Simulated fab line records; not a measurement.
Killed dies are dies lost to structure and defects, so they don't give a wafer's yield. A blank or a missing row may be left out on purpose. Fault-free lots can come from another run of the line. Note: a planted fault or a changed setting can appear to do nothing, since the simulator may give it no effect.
The tool behind it: which one? / flow nand_harc / 11 lots, 33 wafers sampled, at 4 steps of a route of 1302

== WHAT EACH GAUGE READ, for each wafer ==
NHARC_A_M1_THK_MEAS_24: measures by xrf.
lot=L757; measured=day 23 12:37; on=film_metro-01; thk_nm (nm)=155.5 154.4 156.0
lot=L760; measured=day 24 19:19; on=film_metro-01; thk_nm (nm)=29.8 29.9 31.6
lot=L759; measured=day 24 23:50; on=film_metro-01; thk_nm (nm)=30.4 30.8 29.4
lot=L762; measured=day 26 12:07; on=film_metro-01; thk_nm (nm)=152.9 153.2 150.8
lot=L768; measured=day 28 14:06; on=film_metro-02; thk_nm (nm)=156.8 153.4 154.7
lot=L769; measured=day 28 14:38; on=film_metro-01; thk_nm (nm)=152.8 155.7 152.9
lot=L770; measured=day 28 16:23; on=film_metro-01; thk_nm (nm)=155.0 156.2 153.0
lot=L771; measured=day 29 16:49; on=film_metro-01; thk_nm (nm)=153.8 155.9 155.5
lot=L772; measured=day 29 20:17; on=film_metro-02; thk_nm (nm)=151.9 153.0 153.2
lot=L773; measured=day 30 11:35; on=film_metro-02; thk_nm (nm)=156.6 154.8 157.0
lot=L776; measured=day 31 15:29; on=film_metro-02; thk_nm (nm)=155.5 154.3 153.8

== WHAT TOOL EACH LOT RAN ON (gives the tool, then ch and the chambers of the sampled wafers, and finally the start) ==
lot=L757; NHARC_A_M1_ETCH_28=rie_diel-01 ch 0,2,3, day 23 11:43 or earlier; NHARC_A_M1_ECD_22=ecd_cu-02 ch 0,1, day 23 11:43; NHARC_A_M1_CMP_23=cmp-02 ch 0,1,2, day 23 12:22
lot=L760; NHARC_A_M1_ETCH_28=rie_diel-04 ch 0,1,2, day 24 18:11 or earlier; NHARC_A_M1_ECD_22=ecd_cu-02 ch 0,1, day 24 18:11; NHARC_A_M1_CMP_23=cmp-02 ch 0,2,3, day 24 19:05
lot=L759; NHARC_A_M1_ETCH_28=rie_diel-04 ch 0,3, day 24 22:53 or earlier; NHARC_A_M1_ECD_22=ecd_cu-02 ch 0,1, day 24 22:53; NHARC_A_M1_CMP_23=cmp-01 ch 0,2,3, day 24 23:34
lot=L762; NHARC_A_M1_ETCH_28=rie_diel-01 ch 1,2,3, day 26 11:08 or earlier; NHARC_A_M1_ECD_22=ecd_cu-02 ch 0, day 26 11:08; NHARC_A_M1_CMP_23=cmp-03 ch 2,3, day 26 11:50
lot=L768; NHARC_A_M1_ETCH_28=rie_diel-05 ch 0,3, day 28 13:09 or earlier; NHARC_A_M1_ECD_22=ecd_cu-02 ch 0,1, day 28 13:09; NHARC_A_M1_CMP_23=cmp-01 ch 0,3, day 28 13:47
lot=L769; NHARC_A_M1_ETCH_28=rie_diel-04 ch 0,3, day 28 13:38 or earlier; NHARC_A_M1_ECD_22=ecd_cu-02 ch 0,1, day 28 13:38; NHARC_A_M1_CMP_23=cmp-02 ch 0,1,2, day 28 14:22
lot=L770; NHARC_A_M1_ETCH_28=rie_diel-01 ch 0,1,2, day 28 15:19 or earlier; NHARC_A_M1_ECD_22=ecd_cu-02 ch 0,1, day 28 15:19; NHARC_A_M1_CMP_23=cmp-02 ch 0,1,3, day 28 16:05
lot=L771; NHARC_A_M1_ETCH_28=rie_diel-05 ch 0,3, day 29 15:55 or earlier; NHARC_A_M1_ECD_22=ecd_cu-02 ch 0,1, day 29 15:55; NHARC_A_M1_CMP_23=cmp-03 ch 0,1,2, day 29 16:34
lot=L772; NHARC_A_M1_ETCH_28=rie_diel-01 ch 0,1,3, day 29 19:19 or earlier; NHARC_A_M1_ECD_22=ecd_cu-02 ch 0,1, day 29 19:19; NHARC_A_M1_CMP_23=cmp-03 ch 0,2, day 29 20:00
lot=L773; NHARC_A_M1_ETCH_28=rie_diel-05 ch 2,3, day 30 10:40 or earlier; NHARC_A_M1_ECD_22=ecd_cu-01 ch 0,1, day 30 10:40; NHARC_A_M1_CMP_23=cmp-03 ch 1,2, day 30 11:17
lot=L776; NHARC_A_M1_ETCH_28=rie_diel-05 ch 2,3, day 31 14:26 or earlier; NHARC_A_M1_ECD_22=ecd_cu-02 ch 0,1, day 31 14:26; NHARC_A_M1_CMP_23=cmp-03 ch 2,3, day 31 15:10
- NHARC_A_M1_ETCH_28: etches the open film in CF4/N2, target depth 30 nm, time 72.99 s.
- NHARC_A_M1_ECD_22: material Cu, target thk 400 nm.
- NHARC_A_M1_CMP_23: polishes, t overpolish 20 s, target thk 154.34 nm.

== THE ANSWER, worked out from the rows above alone ==
Rule: the usual values come from the lots themselves. The widest of any qualifying gaps counts: lots, ordered by their means at a reading, are off when they make up no more than a third of the lots, leave a main group of 4 or more, and stand apart from it by 3 or more times the standard deviation of that group's means. A main group is skipped when, at the precision printed for the reading in the tables above, its means are all equal. A lot without any number at a reading at which 4 lots or more have one is off too. The other lots that the step has rows for count as sound.
Off: L760, L759, at NHARC_A_M1_THK_MEAS_24 (thk_nm). Main group: mean 154.4 nm, sd 1.2.
A tool fits if, at a process step before that reading, it ran every lot that is off, and no sound lot after the first of them. The gauges at NHARC_A_M1_THK_MEAS_24 are tried like those tools. NHARC_A_M1_ETCH_28 gives no start for some lots, so the hours and the order of its lots are those of NHARC_A_M1_ECD_22. Of those tried, none fits.

== WHAT THE SIMULATOR HAD INSERTED ==
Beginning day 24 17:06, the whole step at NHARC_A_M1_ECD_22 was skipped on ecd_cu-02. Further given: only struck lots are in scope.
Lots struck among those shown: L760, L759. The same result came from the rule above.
